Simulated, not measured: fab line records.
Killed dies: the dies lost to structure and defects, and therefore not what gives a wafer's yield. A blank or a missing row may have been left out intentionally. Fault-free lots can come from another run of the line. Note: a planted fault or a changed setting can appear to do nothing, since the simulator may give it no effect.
Matching of chambers || flow n5Finfet || 4 sister chambers for N5_BEOL_M15_TRENCH_ETCH_34 on rieDiel-04
The step etches SiO2 in C4F8/O2/Ar, target depth 872.93 nm, time 199 s. 8 wafers are shown with their chamber, then 9 later ones without.

WAFERS PAIRED WITH THEIR CHAMBERS
{"wafer": "L084.5", "chamber": 0, "rfVppV (V)": 2218, "throttleValvePct (%)": 30.99}
{"wafer": "L087.4", "chamber": 3, "rfVppV (V)": 2238, "throttleValvePct (%)": 31.26}
{"wafer": "L087.6", "chamber": 0, "rfVppV (V)": 2218, "throttleValvePct (%)": 31.00}
{"wafer": "L082.4", "chamber": 1, "rfVppV (V)": 2207, "throttleValvePct (%)": 31.15}
{"wafer": "L082.5", "chamber": 1, "rfVppV (V)": 2208, "throttleValvePct (%)": 31.12}
{"wafer": "L086.4", "chamber": 2, "rfVppV (V)": 2227, "throttleValvePct (%)": 30.75}
{"wafer": "L086.5", "chamber": 2, "rfVppV (V)": 2227, "throttleValvePct (%)": 30.77}
{"wafer": "L086.6", "chamber": 3, "rfVppV (V)": 2239, "throttleValvePct (%)": 31.25}

WAFERS WITHOUT THEIR CHAMBER
{"wafer": "L091.1", "rfVppV (V)": 2240, "throttleValvePct (%)": 31.28}
{"wafer": "L091.2", "rfVppV (V)": 2209, "throttleValvePct (%)": 31.18}
{"wafer": "L091.3", "rfVppV (V)": 2226, "throttleValvePct (%)": 30.78}
{"wafer": "L093.1", "rfVppV (V)": 2239, "throttleValvePct (%)": 31.27}
{"wafer": "L093.2", "rfVppV (V)": 2208, "throttleValvePct (%)": 31.15}
{"wafer": "L093.4", "rfVppV (V)": 2206, "throttleValvePct (%)": 31.17}
{"wafer": "L094.2", "rfVppV (V)": 2226, "throttleValvePct (%)": 30.77}
{"wafer": "L094.5", "rfVppV (V)": 2208, "throttleValvePct (%)": 31.18}
{"wafer": "L094.6", "rfVppV (V)": 2238, "throttleValvePct (%)": 31.27}

THE CHAMBER EACH PASSED THROUGH
{"wafer": "L091.1", "from the rows above": 3, "in truth": 3}
{"wafer": "L091.2", "from the rows above": 1, "in truth": 1}
{"wafer": "L091.3", "from the rows above": 2, "in truth": 2}
{"wafer": "L093.1", "from the rows above": 3, "in truth": 3}
{"wafer": "L093.2", "from the rows above": 1, "in truth": 1}
{"wafer": "L093.4", "from the rows above": 1, "in truth": 1}
{"wafer": "L094.2", "from the rows above": 2, "in truth": 2}
{"wafer": "L094.5", "from the rows above": 1, "in truth": 1}
{"wafer": "L094.6", "from the rows above": 3, "in truth": 3}
Placed correctly: 9 of 9. Left unplaced by these rows: 0. 0 placed wrongly.
How it was worked out, from the rows above alone: a wafer's distance from a chamber is the root of the sum, over the readings, of the square of ((its reading less the chamber's mean) divided by the reading's scatter). If the next closest chamber is less than 2 further off than the closest, the wafer can't be placed; otherwise it belongs to the closest. For every chamber, the mean is computed from those of its wafers that are shown. The scatter: take each reading less its chamber's mean, square it, sum over the shown wafers, divide by the number of wafers less the number of chambers, and take the root.
